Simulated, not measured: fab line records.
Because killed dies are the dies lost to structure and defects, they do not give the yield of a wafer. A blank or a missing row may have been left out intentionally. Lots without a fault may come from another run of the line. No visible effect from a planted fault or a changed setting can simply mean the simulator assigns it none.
Code-filled problem report in 8D (eight disciplines) form | flow nand-harc | the parts of the form that need people (team, actions taken, sign-off) are left out

1. PROBLEM STATEMENT
Wafers without a fault read 898.5 W, standard deviation 2.5; rf-fwd-power-W at NHARC_A_CONTACT_DEP_24 reads a mean of 536.6 W on 2 wafers belonging to 2 lots. That is -99 or more standard deviations from the usual mean.
The step: deposits SiO2, target thk 500 nm.
First seen on wafer L859.4, day 19 07:47, on pecvd-02. At this step, 40 wafers from 14 lots have a number in the record. By rule, "out" or "out of limits" means more than 4 standard deviations away from the usual mean. The rest of the wafers with a number are treated as sound.

2. WHAT IT IS, AND WHAT IT ISN'T
question                    | is                               | is not
which readings at this step | rf-fwd-power-W, showerhead-vpp-V | susceptor-temp-C, throttle-valve-pct
which lots                  | L857, L859                       | L846, L849, L851, L852, L853, L854, L855, L858, L861, L865, L868, L869
which wafers of those lots  | L857.4, L859.4                   | L857.6, L859.6
read on which tools         | pecvd-02                         | pecvd-01, pecvd-03
when                        | from day 19 07:47                | up to then (22 sound wafers); but 16 sound wafers of L857, L858, L861, L865, L868, L869 came after

3. SUSPECTS, AND WHAT RULES EACH OUT
Counting: any tool at a process step up to the reading remains a suspect provided it ran every lot that is out. Sound lots after the first of them don't rule it out here, since some wafers of a struck lot are sound.
- pecvd-02 at NHARC_A_CONTACT_DEP_24 (deposits SiO2, target thk 500 nm): kept. It processed each lot that is out (first: L859, day 19 07:47); up to then, its last sound lot is L854 (day 18 16:47). Out on those wafers are its own readings of rf-fwd-power-W, showerhead-vpp-V.
- Within pecvd-02 at NHARC_A_CONTACT_DEP_24: the wafers that are out ran in chamber 0; their sound lot-mates ran in chamber 1.
The count leaves pecvd-02 at NHARC_A_CONTACT_DEP_24.

4. THE CAUSE (what the simulator had put in)
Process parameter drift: pecvd-02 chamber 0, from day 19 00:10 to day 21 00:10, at NHARC_A_CONTACT_DEP_24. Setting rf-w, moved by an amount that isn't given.
This tool alone remained once counting was done.

5. THE EFFECT CHAIN, in route order
Each row: a reading whose mean over the struck wafers that have a number lies more than 3 standard deviations from the usual. Readings are gone through only where the record gives a usual standard deviation; hours: the median, over the lots, of the time from a lot's start at the first step in this table giving one to that lot's start at this step; sigmas: the change measured in usual standard deviations.
hours | step                   | reading          | usual   | on struck wafers | change | sigmas
0     | NHARC_A_CONTACT_DEP_24 | rf-fwd-power-W   | 898.5 W | 536.6            | -361.9 | -99 or more
0     | NHARC_A_CONTACT_DEP_24 | showerhead-vpp-V | 1859 V  | 1318             | -541   | -6.5
Here are the process steps it includes:
- NHARC_A_CONTACT_DEP_24: deposits SiO2, target thk 500 nm.
At these later measuring or inspecting steps, every struck wafer for which the step has a row has a number for every such reading, and none has moved that far: NHARC_A_CONTACT_CD_MEAS_42, NHARC_END_SORT_01.

6. HOW IT WOULD HAVE BEEN CAUGHT EARLIER
First out-of-limits reading in this record: day 19 07:47, which is 8 hours after fault onset at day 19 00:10.
